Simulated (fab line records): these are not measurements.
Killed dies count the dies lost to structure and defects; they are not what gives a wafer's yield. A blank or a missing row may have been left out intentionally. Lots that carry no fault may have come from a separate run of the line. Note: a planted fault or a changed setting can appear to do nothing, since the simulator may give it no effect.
Shared-tool check -- flow nand_harc -- Lots sampled 5, wafers sampled 15

WHY THIS WAS OPENED
Flagged at NHARC_END_SORT_01: reading killed_at_other, on 2 of 5 lots. Wafers without a fault read 0.6, standard deviation 0.87.
Rule: a lot is flagged in two cases, either no wafer of it has a number, or all its wafers with numbers fall more than 4 standard deviations from that mean. The rest of the lots are taken to be sound.

lot,measured,on,"killed_at_other, wafer by wafer",flag
L768,day 21 07:46,prober-02,1 0 0,
L772,day 23 15:31,prober-02,0 0 0,
L777,day 23 22:34,prober-02,68 90 109,FLAGGED
L774,day 24 21:59,prober-02,55 67 76,FLAGGED
L781,day 25 21:22,prober-02,1 0 0,
On average the flagged lots' numbers are 77.5, which is +76.9 against the usual, or +88 standard deviations.

WHICH TOOL RAN EACH LOT
Before the reading, the record contains 2 process steps out of a 1159-step route. Cell contents, in order: the tool; ch with the chambers the sampled wafers went through; the start.
lot,flag,NHARC_THIN_TSV_ETCH_44,NHARC_THIN_TSV_ETCH_15
L768,,"rie_diel-10 ch 0,1,2, day 20 15:13","rie_si-04 ch 1,2,3, day 20 15:40"
L772,,"rie_diel-02 ch 0,1,2, day 21 18:00","rie_si-03 ch 0,1,2, day 21 18:31"
L777,FLAGGED,"rie_diel-11 ch 0,1, day 22 06:24","rie_si-04 ch 1,2,3, day 22 06:59"
L774,FLAGGED,"rie_diel-10 ch 0,1,2, day 22 17:40","rie_si-04 ch 0,1, day 22 18:16"
L781,,"rie_diel-02 ch 0,2,3, day 23 17:23","rie_si-05 ch 0,1,2, day 23 17:55"
What these steps do:
- NHARC_THIN_TSV_ETCH_44: etches the open film in CF4/O2, target depth 1594.2 nm, time 797.1 s.
- NHARC_THIN_TSV_ETCH_15: target depth 3000 nm, bosch target overetch cycles 2, bosch etch step 2.8 s.
- NHARC_END_SORT_01

FLAGGED AGAINST TOTAL, ONE TOOL AT A TIME (gauges that did the reading follow at the end)
step,tool,lots run,flagged,share of the flagged lots,sound lots run after its first flagged lot
NHARC_THIN_TSV_ETCH_44,rie_diel-02,2,0,none,-
NHARC_THIN_TSV_ETCH_44,rie_diel-10,2,1,some,0
NHARC_THIN_TSV_ETCH_44,rie_diel-11,1,1,some,0
NHARC_THIN_TSV_ETCH_15,rie_si-03,1,0,none,-
NHARC_THIN_TSV_ETCH_15,rie_si-04,3,2,all,0
NHARC_THIN_TSV_ETCH_15,rie_si-05,1,0,none,-
NHARC_END_SORT_01,prober-02,5,2,all,1 (L781)

WHAT THE TABLE PERMITS
Every flagged lot went through 2 rows of the table: rie_si-04 at NHARC_THIN_TSV_ETCH_15 and prober-02 at NHARC_END_SORT_01.
- rie_si-04 at NHARC_THIN_TSV_ETCH_15 ran 3 lots, 2 of them flagged. Last sound lot L768 at day 20 15:40, first flagged lot L777 at day 22 06:59; a fault beginning in between fits.
- prober-02 at NHARC_END_SORT_01 ran 5 lots, 2 of them flagged. After the first flagged lot (L781), sound lots still ran on it; a lasting fault on the whole tool would not permit that.
rie_si-04 at NHARC_THIN_TSV_ETCH_15 is the single tool remaining.

WHAT THE SIMULATOR PUT IN
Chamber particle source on rie_si-04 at NHARC_THIN_TSV_ETCH_15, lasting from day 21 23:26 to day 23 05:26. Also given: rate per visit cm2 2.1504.
Shown lots that were struck: L777, L774. The same result came from the rule above.
